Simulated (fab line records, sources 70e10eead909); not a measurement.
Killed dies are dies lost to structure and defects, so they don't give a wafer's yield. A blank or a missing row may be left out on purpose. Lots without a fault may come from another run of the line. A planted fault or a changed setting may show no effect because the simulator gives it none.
Chamber matching | flow nand_harc | NHARC_P_GATE_ALD_36 on ald_sin-01: 4 sister chambers
The step deposits SiNx, target thk 20 nm, pulse time 60 s, ald cycles 223. 8 wafers are shown with their chamber, then 8 later ones without.

WAFERS WITH THEIR CHAMBER
wafer  | chamber | heater_power_outer_w (W) | heater_power_w (W)
L078.4 | 3       | 529                      | 858
L081.3 | 3       | 545                      | 830
L083.3 | 2       | 497                      | 814
L083.4 | 0       | 534                      | 837
L088.1 | 1       | 577                      | 955
L088.4 | 0       | 563                      | 877
L088.6 | 2       | 495                      | 836
L091.4 | 1       | 574                      | 966

WAFERS WITHOUT THEIR CHAMBER
wafer  | heater_power_outer_w (W) | heater_power_w (W)
L091.3 | 576                      | 849
L091.5 | 575                      | 973
L094.3 | 506                      | 853
L094.4 | 537                      | 846
L094.1 | 564                      | 977
L097.4 | 530                      | 832
L097.3 | 560                      | 868
L097.1 | 499                      | 831

WHICH CHAMBER EACH WENT THROUGH
wafer  | from the rows above          | in truth
L091.3 | can't be placed: 0 or 3      | 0
L091.5 | 1                            | 1
L094.3 | can't be placed: 2 or 3 or 0 | 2
L094.4 | can't be placed: 3 or 0      | 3
L094.1 | 1                            | 1
L097.4 | can't be placed: 3 or 0      | 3
L097.3 | can't be placed: 0 or 3      | 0
L097.1 | 2                            | 2
Placed correctly: 3 of 8. Can't be placed from these rows: 5 (the true chamber is among the candidates in 5). Placed wrongly: 0.
How it was worked out, from the rows above alone: a wafer's distance from a chamber is the root of the sum, over the readings, of the square of ((its reading less the chamber's mean) divided by the reading's scatter). The wafer belongs to the nearest chamber; if the next one is less than 2 further off, it can't be placed. A chamber's mean is the mean of its shown wafers. The scatter: the root of (the sum of the squares of (reading less its chamber's mean) over the shown wafers, divided by (wafers less chambers)).
